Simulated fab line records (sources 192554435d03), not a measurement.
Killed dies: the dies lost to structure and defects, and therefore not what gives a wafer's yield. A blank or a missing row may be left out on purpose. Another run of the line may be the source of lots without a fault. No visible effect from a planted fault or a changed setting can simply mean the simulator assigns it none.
Tool commonality check | flow n5_finfet | 24 wafers sampled across 8 lots

== REASON IT WAS OPENED ==
At N5_SD_EPI_N_INSPECT_26 the reading raw_defect_count is flagged on 2 of 8 lots. Fault-free wafers read 219, with a standard deviation of 42.
Rule: flag the lot when none of its wafers has a number, or when each of its wafers that has one lies beyond 4 standard deviations from that mean. The rest of the lots are taken to be sound.

lot  | measured    | on                | raw_defect_count, wafer by wafer | flag
L743 | day 3 06:44 | defect_inspect-02 | 183 190 261                      |
L746 | day 3 23:19 | defect_inspect-02 | 205 215 155                      |
L747 | day 4 09:23 | defect_inspect-02 | 213 198 167                      |
L753 | day 6 00:07 | defect_inspect-02 | 1736 1669 1626                   | FLAGGED
L754 | day 6 00:12 | defect_inspect-02 | 1640 1571 1649                   | FLAGGED
L760 | day 7 15:53 | defect_inspect-02 | 171 281 206                      |
L765 | day 8 20:43 | defect_inspect-01 | 181 270 183                      |
L766 | day 9 03:19 | defect_inspect-01 | 256 240 261                      |
The numbers of the flagged lots are 1648 on average: +1430 against the usual, or +34 standard deviations.

== WHICH TOOL RAN EACH LOT ==
The record holds 4 process steps before the reading, out of a route of 1938 steps. In each cell: the tool, then ch and the chambers that the sampled wafers went through, then the start.
lot  | flag    | N5_SD_EPI_N_ETCH_34               | N5_SD_EPI_N_ETCHBACK_44           | N5_SD_EPI_N_ETCH_45               | N5_SD_EPI_N_VAPOR_ETCH_50
L743 |         | rie_diel-04 ch 0,1,2, day 3 02:50 | rie_diel-04 ch 0,1,2, day 3 03:13 | rie_diel-04 ch 0,1,2, day 3 03:19 | epi_rpcvd-01 ch 0, day 3 04:17
L746 |         | rie_diel-06 ch 0,3, day 3 18:40   | rie_diel-06 ch 0,3, day 3 19:03   | rie_diel-06 ch 0,3, day 3 19:09   | epi_rpcvd-03 ch 0, day 3 20:17
L747 |         | rie_diel-04 ch 0,1, day 4 05:08   | rie_diel-04 ch 0,1, day 4 05:31   | rie_diel-04 ch 0,1, day 4 05:37   | epi_rpcvd-04 ch 0, day 4 06:56
L753 | FLAGGED | rie_diel-04 ch 0,3, day 5 17:02   | rie_diel-04 ch 0,3, day 5 17:25   | rie_diel-04 ch 0,3, day 5 17:31   | epi_rpcvd-03 ch 0, day 5 21:05
L754 | FLAGGED | rie_diel-04 ch 0,1,2, day 5 20:16 | rie_diel-04 ch 0,1,2, day 5 20:39 | rie_diel-04 ch 0,1,2, day 5 20:45 | epi_rpcvd-01 ch 0, day 5 21:45
L760 |         | rie_diel-02 ch 0,1,2, day 7 11:05 | rie_diel-02 ch 0,1,2, day 7 11:28 | rie_diel-02 ch 0,1,2, day 7 11:34 | epi_rpcvd-01 ch 0, day 7 12:43
L765 |         | rie_diel-06 ch 1,2, day 8 15:04   | rie_diel-06 ch 1,2, day 8 15:26   | rie_diel-06 ch 1,2, day 8 15:32   | epi_rpcvd-04 ch 0, day 8 16:51
L766 |         | rie_diel-06 ch 1,2, day 8 21:27   | rie_diel-06 ch 1,2, day 8 21:50   | rie_diel-06 ch 1,2, day 8 21:56   | epi_rpcvd-04 ch 0, day 8 23:17
These steps, and what they do:
- N5_SD_EPI_N_ETCH_34: etches SiARC in CF4, target depth 45.5 nm, time 75.8 s.
- N5_SD_EPI_N_ETCHBACK_44: etches SiNx in CH3F/O2, stops on SiO2, target depth 14.5 nm.
- N5_SD_EPI_N_ETCH_45: etches SiOCN in CH3F/O2, target depth 6 nm.
- N5_SD_EPI_N_VAPOR_ETCH_50: etches Si in HCl, time 54 s.
- N5_SD_EPI_N_INSPECT_26: inspects for defects (darkfield).

== FLAGGED OVER TOTAL, TOOL BY TOOL (the gauges that took the reading come last) ==
step                      | tool              | lots run | flagged | share of the flagged lots | sound lots run after its first flagged lot
N5_SD_EPI_N_ETCH_34       | rie_diel-02       | 1        | 0       | none                      | -
N5_SD_EPI_N_ETCH_34       | rie_diel-04       | 4        | 2       | all                       | 0
N5_SD_EPI_N_ETCH_34       | rie_diel-06       | 3        | 0       | none                      | -
N5_SD_EPI_N_ETCHBACK_44   | rie_diel-02       | 1        | 0       | none                      | -
N5_SD_EPI_N_ETCHBACK_44   | rie_diel-04       | 4        | 2       | all                       | 0
N5_SD_EPI_N_ETCHBACK_44   | rie_diel-06       | 3        | 0       | none                      | -
N5_SD_EPI_N_ETCH_45       | rie_diel-02       | 1        | 0       | none                      | -
N5_SD_EPI_N_ETCH_45       | rie_diel-04       | 4        | 2       | all                       | 0
N5_SD_EPI_N_ETCH_45       | rie_diel-06       | 3        | 0       | none                      | -
N5_SD_EPI_N_VAPOR_ETCH_50 | epi_rpcvd-01      | 3        | 1       | some                      | 1 (L760)
N5_SD_EPI_N_VAPOR_ETCH_50 | epi_rpcvd-03      | 2        | 1       | some                      | 0
N5_SD_EPI_N_VAPOR_ETCH_50 | epi_rpcvd-04      | 3        | 0       | none                      | -
N5_SD_EPI_N_INSPECT_26    | defect_inspect-01 | 2        | 0       | none                      | -
N5_SD_EPI_N_INSPECT_26    | defect_inspect-02 | 6        | 2       | all                       | 1 (L760)

== THE TABLE: WHAT IT ALLOWS ==
4 rows of the table ran every flagged lot: rie_diel-04 at N5_SD_EPI_N_ETCH_34, rie_diel-04 at N5_SD_EPI_N_ETCHBACK_44, rie_diel-04 at N5_SD_EPI_N_ETCH_45, defect_inspect-02 at N5_SD_EPI_N_INSPECT_26.
- rie_diel-04 at N5_SD_EPI_N_ETCH_34 ran 4 lots, 2 of them flagged. Its last sound lot is L747 (day 4 05:08), its first flagged lot L753 (day 5 17:02): a fault that began between those two fits.
- rie_diel-04 at N5_SD_EPI_N_ETCHBACK_44 ran 4 lots, 2 of them flagged. Its last sound lot is L747 (day 4 05:31), its first flagged lot L753 (day 5 17:25): a fault that began between those two fits.
- rie_diel-04 at N5_SD_EPI_N_ETCH_45 ran 4 lots, 2 of them flagged. Its last sound lot is L747 (day 4 05:37), its first flagged lot L753 (day 5 17:31): a fault that began between those two fits.
- defect_inspect-02 at N5_SD_EPI_N_INSPECT_26 ran 6 lots, 2 of them flagged. Lots that were sound ran on it after the first flagged one (L760); a persistent fault on the entire tool would not allow that.
Left over: one tool, rie_diel-04 at N5_SD_EPI_N_ETCH_34 and N5_SD_EPI_N_ETCHBACK_44 and N5_SD_EPI_N_ETCH_45.

== WHAT THE SIMULATOR HAD INSERTED ==
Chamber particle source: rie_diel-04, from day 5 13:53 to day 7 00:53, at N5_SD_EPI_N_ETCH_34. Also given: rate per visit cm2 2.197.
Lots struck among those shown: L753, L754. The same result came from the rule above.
